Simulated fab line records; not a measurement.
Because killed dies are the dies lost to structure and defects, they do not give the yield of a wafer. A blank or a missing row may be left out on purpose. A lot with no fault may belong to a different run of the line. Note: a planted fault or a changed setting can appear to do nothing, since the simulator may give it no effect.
Matching of chambers + flow n5Finfet + N5_SD_EPI_N_ETCHBACK_44 on rieDiel-03: 4 sister chambers
The step etches SiNx in CH3F/O2, stops on SiO2, target depth 14.5 nm. 22 wafers are shown with their chamber, then 11 later ones without.

WAFERS PAIRED WITH THEIR CHAMBERS
| wafer  | chamber | drypumpMotorCurrentA (A) | showerheadPlenumPTorr (Torr) | throttleValvePct (%) |
|--------|---------|--------------------------|------------------------------|----------------------|
| L075.1 | 1       | 5.5                      | 2.09                         | 16.07                |
| L075.4 | 0       | 6.1                      | 2.00                         | 16.41                |
| L075.6 | 2       | 5.9                      | 1.93                         | 16.21                |
| L077.2 | 2       | 5.9                      | 1.92                         | 16.21                |
| L077.3 | 3       | 6.0                      | 1.91                         | 16.44                |
| L077.6 | 3       | 6.0                      | 1.91                         | 16.44                |
| L081.2 | 0       | 6.1                      | 2.00                         | 16.43                |
| L081.3 | 3       | 6.0                      | 1.91                         | 16.46                |
| L081.5 | 0       | 6.1                      | 2.00                         | 16.42                |
| L082.1 | 2       | 5.9                      | 1.92                         | 16.24                |
| L082.5 | 0       | 6.1                      | 2.00                         | 16.41                |
| L082.6 | 1       | 5.4                      | 2.09                         | 16.07                |
| L087.2 | 3       | 6.0                      | 1.91                         | 16.50                |
| L087.4 | 1       | 5.4                      | 2.08                         | 16.10                |
| L087.6 | 2       | 5.9                      | 1.92                         | 16.24                |
| L086.2 | 2       | 5.9                      | 1.92                         | 16.25                |
| L086.3 | 0       | 6.1                      | 1.99                         | 16.45                |
| L086.4 | 3       | 6.0                      | 1.90                         | 16.49                |
| L089.2 | 3       | 6.0                      | 1.90                         | 16.48                |
| L089.4 | 1       | 5.5                      | 2.08                         | 16.09                |
| L089.5 | 2       | 5.9                      | 1.92                         | 16.24                |
| L091.2 | 0       | 6.1                      | 1.99                         | 16.46                |

SIGNATURES (averages over the wafers above)
| reading               | chamber 0 | chamber 1 | chamber 2 | chamber 3 | scatter within a chamber |
|-----------------------|-----------|-----------|-----------|-----------|--------------------------|
| drypumpMotorCurrentA  | 6.100     | 5.450     | 5.900     | 6.000     | 0.0236                   |
| showerheadPlenumPTorr | 1.9967    | 2.0850    | 1.9217    | 1.9067    | 0.005                    |
| throttleValvePct      | 16.4300   | 16.0825   | 16.2317   | 16.4683   | 0.0206                   |
Rule: distance of a wafer from a chamber = root of the sum over the readings of ((wafer's reading minus chamber's mean) / reading's scatter) squared. If the next closest chamber is less than 2 further off than the closest, the wafer can't be placed; otherwise it belongs to the closest. The scatter is the square root of a quotient: the sum, over the shown wafers, of each reading's squared deviation from its chamber's mean, divided by wafers minus chambers.

WAFERS WITHOUT THEIR CHAMBER
| wafer  | drypumpMotorCurrentA (A) | showerheadPlenumPTorr (Torr) | throttleValvePct (%) |
|--------|--------------------------|------------------------------|----------------------|
| L091.4 | 5.9                      | 1.92                         | 16.26                |
| L091.5 | 6.0                      | 1.90                         | 16.50                |
| L092.2 | 6.0                      | 1.90                         | 16.51                |
| L092.3 | 6.1                      | 1.99                         | 16.46                |
| L092.4 | 5.9                      | 1.91                         | 16.27                |
| L095.4 | 6.0                      | 1.90                         | 16.51                |
| L095.5 | 6.1                      | 1.99                         | 16.50                |
| L095.6 | 5.5                      | 2.08                         | 16.14                |
| L097.1 | 6.0                      | 1.90                         | 16.53                |
| L097.4 | 6.1                      | 1.99                         | 16.51                |
| L097.6 | 5.5                      | 2.08                         | 16.14                |

WHICH CHAMBER EACH WENT THROUGH
| wafer  | from the rows above | in truth |
|--------|---------------------|----------|
| L091.4 | 2                   | 2        |
| L091.5 | 3                   | 3        |
| L092.2 | 3                   | 3        |
| L092.3 | 0                   | 0        |
| L092.4 | 2                   | 2        |
| L095.4 | 3                   | 3        |
| L095.5 | 0                   | 0        |
| L095.6 | 1                   | 1        |
| L097.1 | 3                   | 3        |
| L097.4 | 0                   | 0        |
| L097.6 | 1                   | 1        |
11 of 11 placed correctly. Number that these rows cannot place: 0. Wrongly placed: 0.
